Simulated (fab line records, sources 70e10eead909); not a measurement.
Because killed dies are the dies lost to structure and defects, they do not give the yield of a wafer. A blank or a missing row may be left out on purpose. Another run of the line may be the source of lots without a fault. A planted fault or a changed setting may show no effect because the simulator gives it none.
fab line records -- flow nandHarc
record: lots: 12, wafers: 36, lastDay: 33
route steps=1302 shown P_ZERO_WELL@14 END@1302
lots that met no fault: taken from a fault-free run of the same line
startH: hours from the record's first day to the start of the lot's first wafer shown -- waitH: hours elapsed since this lot's preceding step -- " as in the row above -- L1.1+2: a single row standing in for several wafers -- - no value, or no start given -- * or withheld: withheld -- < > ~ a bound
route shown NAME@n: names a module that has steps shown in the file, with the first one's number in the route -- usual: mean and standard deviation over wafers with no fault -- same: alike in all rows -- chamber/n: place in a boat -- sites: each site's reading -- _std_site: how widely they spread, as a standard deviation -- _edge_site: the outer-site mean with the inner-site mean subtracted -- radiusMm: for every site, how far away it sits from the centre of the wafer -- mask NAME#n: copy n -- behind: tool/chamber where the wafer was last shaped -- hold: why the lot was held/for how many hours/how that ended -- device: the n, p or np transistor that did not switch -- end of line: tests run on the same wafers once the route is complete -- a step with no rows: only its recipe -- killed: not the wafer's yield, but the dies lost to structure and defects at the first sort -- map: per-die view of a wafer (x killed, . not killed, _ where there is no die)
set.NAME: the run value of the setting; set.NAME@STEP: its run value at that earlier step -- model.NAME: the simulator's own value behind a step, which no gauge read
the route's steps for a sample of lots (tables are steps, rows are wafers)
services: the hour from which a tool's chamber was out of use, counted from the record's first day as startH (under 0 if before that day), plus the number of hours and why
== steps ==
step: NHARC_P_ZERO_WELL_CD_MEAS_11
recipe: targetCdNm: 500, landingEnergyEv: 500
usual: cdNm: 498.7/1.8
lot.wafer,tool,chamber,startH,waitH,cdNm
L672.1,cdSem-01,0,21.11,-,499.3
L672.2,cdSem-01,0,21.11,-,498.7
L672.4,cdSem-01,0,21.11,-,497.4
L673.2,cdSem-01,0,31.24,-,496.2
L673.5,cdSem-01,0,31.24,-,496.7
L673.6,cdSem-01,0,31.24,-,499.0
L677.2,cdSem-01,0,71.25,-,499.1
L677.5,cdSem-01,0,71.25,-,499.8
L677.6,cdSem-01,0,71.25,-,498.5
L680.1,cdSem-02,0,101.23,-,497.6
L680.4,cdSem-02,0,101.23,-,500.9
L680.6,cdSem-02,0,101.23,-,497.6
L683.1,cdSem-02,0,131.23,-,496.3
L683.2,cdSem-02,0,131.23,-,498.8
L683.3,cdSem-02,0,131.23,-,498.7
L689.3,cdSem-02,0,191.25,-,501.5
L689.4,cdSem-02,0,191.25,-,500.8
L689.6,cdSem-02,0,191.25,-,504.0
L690.1,cdSem-01,0,201.24,-,496.8
L690.2,cdSem-01,0,201.24,-,496.0
L690.3,cdSem-01,0,201.24,-,495.3
L691.1,cdSem-02,0,211.23,-,496.6
L691.2,cdSem-02,0,211.23,-,496.8
L691.3,cdSem-02,0,211.23,-,495.6
L692.1,cdSem-03,0,221.24,-,500.3
L692.2,cdSem-03,0,221.24,-,501.0
L692.4,cdSem-03,0,221.24,-,500.6
L693.2,cdSem-01,0,231.24,-,499.2
L693.3,cdSem-01,0,231.24,-,499.0
L693.6,cdSem-01,0,231.24,-,500.7
L694.1,cdSem-03,0,241.11,-,498.4
L694.2,cdSem-03,0,241.11,-,498.4
L694.6,cdSem-03,0,241.11,-,499.2
L695.2,cdSem-03,0,251.24,-,499.8
L695.3,cdSem-03,0,251.24,-,498.4
L695.6,cdSem-03,0,251.24,-,500.4
step: NHARC_P_ZERO_WELL_CD_MEAS_37
recipe: targetCdNm: 720, landingEnergyEv: 500
usual: cdNm: 720.0/1.8
lot.wafer,tool,chamber,startH,waitH,cdNm
L672.1,cdSem-01,0,24.10,-,719.5
L672.2,cdSem-01,0,24.10,-,721.3
L672.4,cdSem-01,0,24.10,-,718.5
L673.2,cdSem-01,0,34.69,-,721.2
L673.5,cdSem-01,0,34.69,-,720.7
L673.6,cdSem-01,0,34.69,-,720.0
L677.2,cdSem-02,0,74.29,-,722.5
L677.5,cdSem-02,0,74.29,-,722.5
L677.6,cdSem-02,0,74.29,-,721.6
L680.1,cdSem-02,0,104.29,-,717.6
L680.4,cdSem-02,0,104.29,-,719.2
L680.6,cdSem-02,0,104.29,-,719.8
L683.1,cdSem-02,0,134.20,-,718.3
L683.2,cdSem-02,0,134.20,-,714.9
L683.3,cdSem-02,0,134.20,-,717.4
L689.3,cdSem-02,0,194.10,-,722.5
L689.4,cdSem-02,0,194.10,-,719.6
L689.6,cdSem-02,0,194.10,-,719.7
L690.1,cdSem-03,0,204.26,-,721.1
L690.2,cdSem-03,0,204.26,-,720.9
L690.3,cdSem-03,0,204.26,-,721.6
L691.1,cdSem-01,0,214.17,-,719.3
L691.2,cdSem-01,0,214.17,-,718.6
L691.3,cdSem-01,0,214.17,-,717.1
L692.1,cdSem-02,0,223.99,-,717.7
L692.2,cdSem-02,0,223.99,-,719.5
L692.4,cdSem-02,0,223.99,-,721.9
L693.2,cdSem-02,0,234.22,-,721.3
L693.3,cdSem-02,0,234.22,-,720.5
L693.6,cdSem-02,0,234.22,-,722.5
L694.1,cdSem-03,0,244.07,-,718.2
L694.2,cdSem-03,0,244.07,-,720.3
L694.6,cdSem-03,0,244.07,-,720.7
L695.2,cdSem-03,0,254.11,-,719.4
L695.3,cdSem-03,0,254.11,-,721.1
L695.6,cdSem-03,0,254.11,-,721.2
step: NHARC_P_ZERO_WELL_DESCUM_39
recipe: timeS: 3, o2FlowSccm: 200, arFlowSccm: 0, biasPowerW: 0, chemistry: O2
usual: drypumpMotorCurrentA: 5.8/0.35, mfcArSccm: 0.006/0.0067, o2FlowSccm: 200.0/0.59, oesProductAu: 1.004/0.0098, rfVppV: 57.8/0.97, showerheadPlenumPTorr: 1.88/0.091, throttleValvePct: 11.310/0.0088
lot.wafer,tool,chamber,startH,waitH,drypumpMotorCurrentA,mfcArSccm,o2FlowSccm,oesProductAu,rfHoursCounterH,rfVppV,showerheadPlenumPTorr,throttleValvePct
L672.2,rieDiel-01,3,24.28,-,5.8,0.004,199.7,1.001,46,59.2,1.79,11.308
L672.1,rieDiel-01,1,24.28,-,6.4,0,200.6,1.005,50,57.0,1.84,11.318
L672.4,rieDiel-01,2,24.28,-,5.7,0.017,199.5,0.993,51,56.9,1.80,11.320
L673.2,rieDiel-12,0,34.88,-,5.9,0.006,199.9,0.995,36,56.8,1.79,11.314
L673.5,rieDiel-12,2,34.88,-,6.2,0,199.8,1.008,-,58.4,1.87,11.307
L673.6,rieDiel-12,3,34.88,-,5.8,0,199.8,1.011,-,57.0,1.81,11.311
L677.2,rieDiel-06,1,74.46,-,5.7,0,200.4,1.009,33,58.7,1.94,11.310
L677.6,rieDiel-06,0,74.46,-,5.6,0,198.7,0.996,-,58.8,1.88,11.307
L677.5,rieDiel-06,1,74.46,-,5.7,0,199.9,0.995,-,57.8,1.94,11.310
L680.4,rieDiel-06,0,104.63,-,5.6,0,200.3,1.004,46,57.4,1.87,11.291
L680.1,rieDiel-06,2,104.63,-,5.0,0,199.8,0.992,48,57.8,1.77,11.313
L680.6,rieDiel-06,1,104.63,-,5.7,0,199.9,1.008,-,59.0,1.94,11.327
L683.3,rieDiel-01,0,134.51,-,5.4,0.012,200.8,1.003,30,57.9,1.96,11.312
L683.2,rieDiel-01,2,134.51,-,5.7,0.017,201.7,1.017,30,57.8,1.79,11.304
L683.1,rieDiel-01,3,134.51,-,5.8,0.004,200.3,1.018,33,56.7,1.78,11.289
L689.4,rieDiel-06,1,194.28,-,5.7,0,199.2,0.993,17,58.6,1.93,11.302
L689.3,rieDiel-06,2,194.28,-,5.0,0,200.4,1.004,15,58.8,2.07,11.303
L689.6,rieDiel-06,0,194.28,-,5.6,0,200.6,1.013,-,59.1,1.86,11.308
L690.1,rieDiel-06,2,206.78,-,5.0,0,199.9,0.997,19,59.5,2.07,11.311
L690.2,rieDiel-06,3,206.78,-,5.9,0.015,199.3,1.016,18,56.0,1.87,11.299
L690.3,rieDiel-06,0,206.78,-,5.6,0,200.0,1.009,23,57.4,1.86,11.317
L691.2,rieDiel-06,1,214.33,-,5.7,0,200.1,1.007,27,56.2,1.93,11.315
L691.1,rieDiel-06,2,214.33,-,5.0,0,200.3,0.997,23,58.0,2.07,11.288
L691.3,rieDiel-06,0,214.33,-,5.6,0,199.9,1.009,29,57.6,1.86,11.302
L692.4,rieDiel-01,3,224.16,-,5.8,0.004,199.9,0.991,3,57.0,2.08,11.314
L692.2,rieDiel-01,0,224.16,-,5.4,0.012,200.7,0.992,3,57.9,1.95,11.313
L692.1,rieDiel-01,1,224.16,-,6.3,0,200.1,0.999,3,58.6,1.82,11.316
L693.2,rieDiel-06,3,234.40,-,5.9,0.015,200.0,1.017,30,58.4,1.86,11.318
L693.3,rieDiel-06,1,234.40,-,5.7,0,200.8,1.011,33,58.1,1.93,11.322
L693.6,rieDiel-06,0,234.40,-,5.6,0,200.1,1.013,-,57.2,1.86,11.313
L694.1,rieDiel-01,3,244.23,-,5.8,0.004,200.2,1.002,9,59.8,2.07,11.303
L694.2,rieDiel-01,2,244.23,-,5.7,0.017,200.8,0.999,9,57.1,1.79,11.318
L694.6,rieDiel-01,3,244.23,-,5.8,0.004,199.4,0.993,-,59.1,2.07,11.312
L695.2,rieDiel-01,3,254.32,-,5.8,0.004,199.5,0.998,9,58.5,2.07,11.304
L695.3,rieDiel-01,2,254.32,-,5.7,0.017,200.1,1.004,9,56.9,1.79,11.324
L695.6,rieDiel-01,0,254.32,-,5.4,0.012,200.0,0.997,-,57.1,1.94,11.307
step: NHARC_P_ZERO_WELL_STRIP_56
recipe: timeS: 840, tempC: 130, chemistry: SPM
usual: runLengthS: 843.2/1.1
lot.wafer,tool,chamber,startH,waitH,runLengthS
L672.1,wetBench-01,2,26.86,0.2,843.5
L672.4,wetBench-01,4,26.86,0.2,841.8
L672.2,wetBench-01,5,26.86,0.2,843.7
L673.5,wetBench-01,4,36.91,0.1,842.9
L673.2,wetBench-01,5,36.91,0.1,843.3
L673.6,wetBench-01,7,36.91,0.1,843.9
L677.6,wetBench-01,5,76.63,0.0,844.7
L677.2,wetBench-01,7,76.63,0.0,844.1
L677.5,wetBench-01,2,76.63,0.0,843.2
L680.4,wetBench-09,4,106.78,0.1,172.1
L680.1,wetBench-09,7,106.78,0.1,172.6
L680.6,wetBench-09,1,106.78,0.1,169.9
L683.2,wetBench-09,5,137.53,0.2,170.3
L683.3,wetBench-09,7,137.53,0.2,173.0
L683.1,wetBench-09,1,137.53,0.2,169.1
L689.6,wetBench-05,5,196.43,0.0,842.4
L689.3,wetBench-05,7,196.43,0.0,842.4
L689.4,wetBench-05,1,196.43,0.0,843.4
L690.1,wetBench-05,3,208.83,0.2,843.7
L690.2,wetBench-05,4,208.83,0.2,842.1
L690.3,wetBench-05,7,208.83,0.2,842.5
L691.2,wetBench-09,4,216.51,0.2,843.8
L691.1,wetBench-09,5,216.51,0.2,842.1
L691.3,wetBench-09,6,216.51,0.2,842.5
L692.2,wetBench-01,5,226.33,0.2,844.3
L692.4,wetBench-01,7,226.33,0.2,844.6
L692.1,wetBench-01,2,226.33,0.2,843.6
L693.3,wetBench-05,6,236.58,0.1,841.9
L693.2,wetBench-05,7,236.58,0.1,844.3
L693.6,wetBench-05,1,236.58,0.1,844.0
L694.1,wetBench-09,3,246.31,0.2,845.0
L694.2,wetBench-09,4,246.31,0.2,843.3
L694.6,wetBench-09,5,246.31,0.2,841.8
L695.2,wetBench-01,0,256.49,0.2,842.2
L695.6,wetBench-01,3,256.49,0.2,843.0
L695.3,wetBench-01,4,256.49,0.2,843.6
step: NHARC_END_SORT_01
recipe: tempC: 25
usual: killedAtArray: 55/20, killedAtOther: 1.1/1.2, killedAtPeriphery: 3.8/2.8, killedDies: 60/19, killedOpen: 3.4/1.9, killedShort: 2.2/1.5
same: grossDies: 677
lot.wafer,tool,chamber,startH,waitH,killedAtArray,killedAtOther,killedAtPeriphery,killedDies,killedOpen,killedShort
L689.3,prober-01,0,737.10,3.1,59,2,10,71,3,6
L689.4,prober-01,0,737.90,3.4,45,2,9,56,1,4
L689.6,prober-01,0,739.51,4.0,42,3,6,51,3,1
L691.1,prober-02,0,745.26,2.5,61,0,6,67,6,2
L691.2,prober-02,0,746.05,2.8,62,0,6,68,6,1
L691.3,prober-02,0,746.85,3.1,46,1,3,50,2,2
L692.1,prober-01,0,751.88,2.5,65,1,6,72,6,1
L692.2,prober-01,0,752.69,2.8,66,1,7,74,5,1
L692.4,prober-01,0,754.31,3.4,58,2,8,68,6,3
L690.1,prober-01,0,759.72,2.5,46,2,2,50,3,3
L690.2,prober-01,0,760.52,2.8,59,1,2,62,5,2
L690.3,prober-01,0,761.33,3.1,46,0,6,52,3,1
L693.2,prober-02,0,767.84,2.8,36,0,8,44,2,0
L693.3,prober-02,0,768.64,3.1,40,0,2,42,6,2
L693.6,prober-02,0,771.06,4.0,46,0,5,51,5,3
killed by level:class
L689.3 A_CHANNEL_HOLE_D1:chamberFilmFlake=36 A_SLIT:chamberFilmFlake=8 A_CONTACT:chamberFilmFlake=5 P_ZERO_WELL:chamberFilmFlake=2 P_STI:chamberFilmFlake=2 P_CONTACT:chamberFilmFlake=2 A_WL_FILL:chamberFilmFlake=2 THIN_TSV:chamberFilmFlake=2
L689.4 A_CHANNEL_HOLE_D1:chamberFilmFlake=27 A_SLIT:chamberFilmFlake=7 P_ZERO_WELL:chamberFilmFlake=4 A_CONTACT:chamberFilmFlake=4 P_GATE:chamberFilmFlake=3 A_WL_FILL:geometricParticle:short=2 THIN_TSV:chamberFilmFlake=2 A_ONON_D1:geometricParticle:short=1
L689.6 A_CHANNEL_HOLE_D1:chamberFilmFlake=30 A_SLIT:chamberFilmFlake=7 P_GATE:chamberFilmFlake=2 P_BONDPAD:chamberFilmFlake=2 A_WL_FILL:chamberFilmFlake=2 THIN_TSV:chamberFilmFlake=2 P_M0:geometricParticle:open=1 A_ONON_D1:geometricParticle:open=1
L691.1 A_CHANNEL_HOLE_D1:chamberFilmFlake=29 A_SLIT:chamberFilmFlake=9 A_STAIRCASE:chamberFilmFlake=5 A_CONTACT:chamberFilmFlake=4 A_M1:chamberFilmFlake=4 A_CHANNEL_FILL_D2:geometricParticle:open=2 A_ZERO_WELL:chamberFilmFlake=2 A_WL_FILL:chamberFilmFlake=2
L691.2 A_CHANNEL_HOLE_D1:chamberFilmFlake=37 A_STAIRCASE:chamberFilmFlake=7 A_SLIT:chamberFilmFlake=7 A_WL_FILL:chamberFilmFlake=3 A_CHANNEL_FILL_D1:geometricParticle:open=2 P_STI:chamberFilmFlake=2 P_CONTACT:geometricParticle:open=1 A_ONON_D1:geometricParticle:open=1
L691.3 A_CHANNEL_HOLE_D1:chamberFilmFlake=28 A_SLIT:chamberFilmFlake=6 A_STAIRCASE:chamberFilmFlake=4 P_GATE:chamberFilmFlake=2 A_WL_FILL:chamberFilmFlake=2 A_ONON_D1:geometricParticle:short=1 A_ONON_D2:geometricParticle:open=1 A_M0:geometricParticle:open=1
L692.1 A_SLIT:chamberFilmFlake=24 A_CHANNEL_HOLE_D2:chamberFilmFlake=16 A_CHANNEL_HOLE_D1:chamberFilmFlake=9 A_CONTACT:chamberFilmFlake=8 P_M0:chamberFilmFlake=3 P_CONTACT:geometricParticle:open=1 P_M1:geometricParticle:open=1 A_ONON_D1:geometricParticle:short=1
L692.2 A_SLIT:chamberFilmFlake=20 A_CHANNEL_HOLE_D2:chamberFilmFlake=17 A_CHANNEL_HOLE_D1:chamberFilmFlake=8 A_CONTACT:chamberFilmFlake=7 A_STAIRCASE:chamberFilmFlake=6 P_M0:chamberFilmFlake=5 A_M0:geometricParticle:open=2 A_CHANNEL_FILL_D1:chamberFilmFlake=2
L692.4 A_SLIT:chamberFilmFlake=21 A_CHANNEL_HOLE_D2:chamberFilmFlake=15 A_CHANNEL_HOLE_D1:chamberFilmFlake=10 P_M0:chamberFilmFlake=4 A_M0:geometricParticle:open=3 A_WL_FILL:geometricParticle:short=2 P_GATE:chamberFilmFlake=2 A_CONTACT:chamberFilmFlake=2
L690.1 A_CHANNEL_HOLE_D2:chamberFilmFlake=23 A_CHANNEL_HOLE_D1:chamberFilmFlake=8 A_SLIT:chamberFilmFlake=5 A_CONTACT:chamberFilmFlake=4 A_CHANNEL_FILL_D2:geometricParticle:short=2 THIN_TSV:chamberFilmFlake=2 P_M0:geometricParticle:open=1 A_ONON_D2:geometricParticle:short=1
L690.2 A_CHANNEL_HOLE_D2:chamberFilmFlake=26 A_CHANNEL_HOLE_D1:chamberFilmFlake=9 A_SLIT:chamberFilmFlake=6 A_STAIRCASE:chamberFilmFlake=4 A_ZERO_WELL:chamberFilmFlake=2 A_CHANNEL_FILL_D2:chamberFilmFlake=2 A_WL_FILL:chamberFilmFlake=2 A_CONTACT:chamberFilmFlake=2
L690.3 A_CHANNEL_HOLE_D2:chamberFilmFlake=21 A_CHANNEL_HOLE_D1:chamberFilmFlake=9 A_SLIT:chamberFilmFlake=6 P_GATE:chamberFilmFlake=4 A_CONTACT:chamberFilmFlake=4 A_ZERO_WELL:chamberFilmFlake=2 P_CONTACT:geometricParticle:short=1 A_CHANNEL_HOLE_D2:geometricParticle:open=1
L693.2 A_CHANNEL_HOLE_D1:chamberFilmFlake=13 A_SLIT:chamberFilmFlake=8 P_STI:chamberFilmFlake=7 A_CONTACT:chamberFilmFlake=5 A_STAIRCASE:chamberFilmFlake=4 A_WL_FILL:chamberFilmFlake=2 A_CHANNEL_FILL_D1:geometricParticle:open=1 A_DECK1_JOINT:geometricParticle:open=1
L693.3 A_CHANNEL_HOLE_D1:chamberFilmFlake=14 A_CONTACT:chamberFilmFlake=9 A_STAIRCASE:chamberFilmFlake=3 A_SLIT:chamberFilmFlake=3 A_BLC:chamberFilmFlake=3 P_STI:chamberFilmFlake=2 A_CHANNEL_FILL_D1:geometricParticle:short=1 A_CHANNEL_FILL_D1:geometricParticle:open=1
L693.6 A_CHANNEL_HOLE_D1:chamberFilmFlake=18 A_STAIRCASE:chamberFilmFlake=7 A_CONTACT:chamberFilmFlake=6 A_SLIT:chamberFilmFlake=5 P_STI:chamberFilmFlake=3 P_M0:geometricParticle:open=2 A_CHANNEL_HOLE_D2:chamberFilmFlake=2 A_BLC:chamberFilmFlake=2
== services ==
tool,chamber,startH,hours,kind
wetBench-09,-,0.80,8.0,pm
rieDiel-06,0,11.20,-,clean
rieDiel-06,1,11.20,-,clean
rieDiel-06,2,11.20,-,clean
rieDiel-06,3,11.20,-,clean
rieDiel-01,-,27.19,9.0,pm
rieDiel-12,-,35.72,0.8,repair
rieDiel-06,0,35.84,-,clean
rieDiel-06,1,35.84,-,clean
rieDiel-06,-,58.16,0.8,repair
wetBench-05,-,84.80,8.0,pm
rieDiel-12,2,86.02,8.6,repair
rieDiel-06,3,91.33,9.2,repair
rieDiel-12,-,91.49,9.0,pm
wetBench-01,-,101.60,8.0,pm
rieDiel-06,-,130.20,9.0,pm
wetBench-09,-,144.30,9.5,repair
rieDiel-01,3,157.35,2.9,repair
rieDiel-12,2,167.76,10.3,repair
wetBench-09,-,176.80,8.0,pm
rieDiel-12,3,192.68,3.1,repair
rieDiel-06,3,195.66,2.8,repair
rieDiel-01,-,204.57,9.0,pm
rieDiel-12,-,242.81,0.4,repair
== key ==
firstSign: step: NHARC_P_ZERO_WELL_STRIP_56, reading: runLengthS, direction: down, sigmas: 99+, usual: *, struck: *
effect none on later readings
metAt NHARC_P_ZERO_WELL_STRIP_56
struckLots L680,L683
testerLeftOut L680,L683
notActingAt NHARC_P_ZERO_WELL_CD_MEAS_11,NHARC_P_ZERO_WELL_CD_MEAS_37,NHARC_P_ZERO_WELL_DESCUM_39
fault: kind: processParameterDrift, tool: wetBench-09, chamber: -, onsetH: 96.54, steps: NHARC_P_ZERO_WELL_STRIP_56, channel: timeS, offset: *, shape: step, endH: 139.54, actsIn: *, stated: *
testerLeftOut: of these lots the tester's yield and bins aren't shown, on N5 and GAA mostly nor the transistor test; their killed dies are dies lost to structure and defects alone, not to doping, threshold or leakage, so they don't give the yield
